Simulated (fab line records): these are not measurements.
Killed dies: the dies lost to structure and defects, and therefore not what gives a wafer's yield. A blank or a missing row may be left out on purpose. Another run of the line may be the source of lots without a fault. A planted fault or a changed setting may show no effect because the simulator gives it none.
Matching of chambers :: flow nandHarc :: NHARC_A_ZERO_WELL_DESCUM_12 on rieDiel-11: 4 sister chambers
The step chemistry O2, time 3 s. 21 wafers are shown with their chamber, then 10 later ones without.

## WAFERS WITH THEIR CHAMBER
wafer: L871.2
chamber: 3
drypumpMotorCurrentA (A): 5.6
oesProductAu (a.u.): 1.020
rfVppV (V): 58.5

wafer: L871.5
chamber: 0
drypumpMotorCurrentA (A): 5.9
oesProductAu (a.u.): 0.989
rfVppV (V): 56.1

wafer: L871.6
chamber: 3
drypumpMotorCurrentA (A): 5.6
oesProductAu (a.u.): 1.025
rfVppV (V): 58.2

wafer: L873.1
chamber: 0
drypumpMotorCurrentA (A): 5.9
oesProductAu (a.u.): 0.991
rfVppV (V): 56.7

wafer: L873.3
chamber: 1
drypumpMotorCurrentA (A): 6.2
oesProductAu (a.u.): 0.995
rfVppV (V): 56.2

wafer: L873.4
chamber: 2
drypumpMotorCurrentA (A): 6.6
oesProductAu (a.u.): 1.003
rfVppV (V): 58.3

wafer: L874.2
chamber: 0
drypumpMotorCurrentA (A): 5.9
oesProductAu (a.u.): 0.985
rfVppV (V): 58.5

wafer: L874.3
chamber: 1
drypumpMotorCurrentA (A): 6.2
oesProductAu (a.u.): 1.003
rfVppV (V): 57.6

wafer: L874.6
chamber: 0
drypumpMotorCurrentA (A): 5.9
oesProductAu (a.u.): 1.001
rfVppV (V): 57.8

wafer: L877.1
chamber: 0
drypumpMotorCurrentA (A): 5.9
oesProductAu (a.u.): 1.007
rfVppV (V): 55.4

wafer: L877.2
chamber: 2
drypumpMotorCurrentA (A): 6.5
oesProductAu (a.u.): 1.009
rfVppV (V): 57.6

wafer: L877.6
chamber: 2
drypumpMotorCurrentA (A): 6.5
oesProductAu (a.u.): 1.014
rfVppV (V): 57.7

wafer: L880.1
chamber: 3
drypumpMotorCurrentA (A): 5.6
oesProductAu (a.u.): 0.991
rfVppV (V): 59.5

wafer: L880.2
chamber: 0
drypumpMotorCurrentA (A): 6.0
oesProductAu (a.u.): 0.985
rfVppV (V): 58.1

wafer: L880.6
chamber: 1
drypumpMotorCurrentA (A): 6.3
oesProductAu (a.u.): 1.013
rfVppV (V): 59.2

wafer: L881.1
chamber: 2
drypumpMotorCurrentA (A): 6.5
oesProductAu (a.u.): 1.022
rfVppV (V): 57.8

wafer: L881.2
chamber: 1
drypumpMotorCurrentA (A): 6.2
oesProductAu (a.u.): 1.031
rfVppV (V): 57.5

wafer: L881.6
chamber: 2
drypumpMotorCurrentA (A): 6.5
oesProductAu (a.u.): 1.013
rfVppV (V): 59.2

wafer: L888.3
chamber: 0
drypumpMotorCurrentA (A): 5.9
oesProductAu (a.u.): 0.999
rfVppV (V): 57.6

wafer: L888.4
chamber: 1
drypumpMotorCurrentA (A): 6.2
oesProductAu (a.u.): 1.021
rfVppV (V): 57.5

wafer: L888.6
chamber: 3
drypumpMotorCurrentA (A): 5.6
oesProductAu (a.u.): 0.994
rfVppV (V): 57.5

SIGNATURES (means of the wafers above)
reading: drypumpMotorCurrentA
chamber 0: 5.914
chamber 1: 6.220
chamber 2: 6.520
chamber 3: 5.600
scatter within a chamber: 0.038

reading: oesProductAu
chamber 0: 0.99386
chamber 1: 1.01260
chamber 2: 1.01220
chamber 3: 1.00750
scatter within a chamber: 0.0118

reading: rfVppV
chamber 0: 57.171
chamber 1: 57.600
chamber 2: 58.120
chamber 3: 58.425
scatter within a chamber: 0.972
Rule: a wafer lies at a distance from a chamber equal to the root of the sum of squares, over the readings, of (its reading less the chamber's mean, divided by the reading's scatter). If the next closest chamber is less than 2 further off than the closest, the wafer can't be placed; otherwise it belongs to the closest. How the scatter is found: for the shown wafers, subtract from each reading the mean of its chamber, square and add these, divide the total by (wafers less chambers), then take the root.

## WAFERS WITHOUT THEIR CHAMBER
wafer: L889.2
drypumpMotorCurrentA (A): 6.3
oesProductAu (a.u.): 1.013
rfVppV (V): 56.9

wafer: L889.4
drypumpMotorCurrentA (A): 6.5
oesProductAu (a.u.): 0.972
rfVppV (V): 58.5

wafer: L889.5
drypumpMotorCurrentA (A): 5.7
oesProductAu (a.u.): 0.993
rfVppV (V): 57.9

wafer: L890.2
drypumpMotorCurrentA (A): 6.5
oesProductAu (a.u.): 0.978
rfVppV (V): 56.9

wafer: L890.4
drypumpMotorCurrentA (A): 5.6
oesProductAu (a.u.): 0.997
rfVppV (V): 58.6

wafer: L891.2
drypumpMotorCurrentA (A): 6.5
oesProductAu (a.u.): 0.989
rfVppV (V): 58.2

wafer: L891.3
drypumpMotorCurrentA (A): 5.7
oesProductAu (a.u.): 0.994
rfVppV (V): 57.6

wafer: L892.4
drypumpMotorCurrentA (A): 6.2
oesProductAu (a.u.): 1.017
rfVppV (V): 56.8

wafer: L892.5
drypumpMotorCurrentA (A): 5.9
oesProductAu (a.u.): 1.000
rfVppV (V): 57.5

wafer: L892.6
drypumpMotorCurrentA (A): 5.7
oesProductAu (a.u.): 1.000
rfVppV (V): 58.9

## THE CHAMBER EACH PASSED THROUGH
wafer: L889.2
from the rows above: 1
in truth: 1

wafer: L889.4
from the rows above: 2
in truth: 2

wafer: L889.5
from the rows above: 3
in truth: 3

wafer: L890.2
from the rows above: 2
in truth: 2

wafer: L890.4
from the rows above: 3
in truth: 3

wafer: L891.2
from the rows above: 2
in truth: 2

wafer: L891.3
from the rows above: 3
in truth: 3

wafer: L892.4
from the rows above: 1
in truth: 1

wafer: L892.5
from the rows above: 0
in truth: 0

wafer: L892.6
from the rows above: 3
in truth: 3
Placed correctly: 10 of 10. From these rows, 0 cannot be placed. Number placed wrongly: 0.
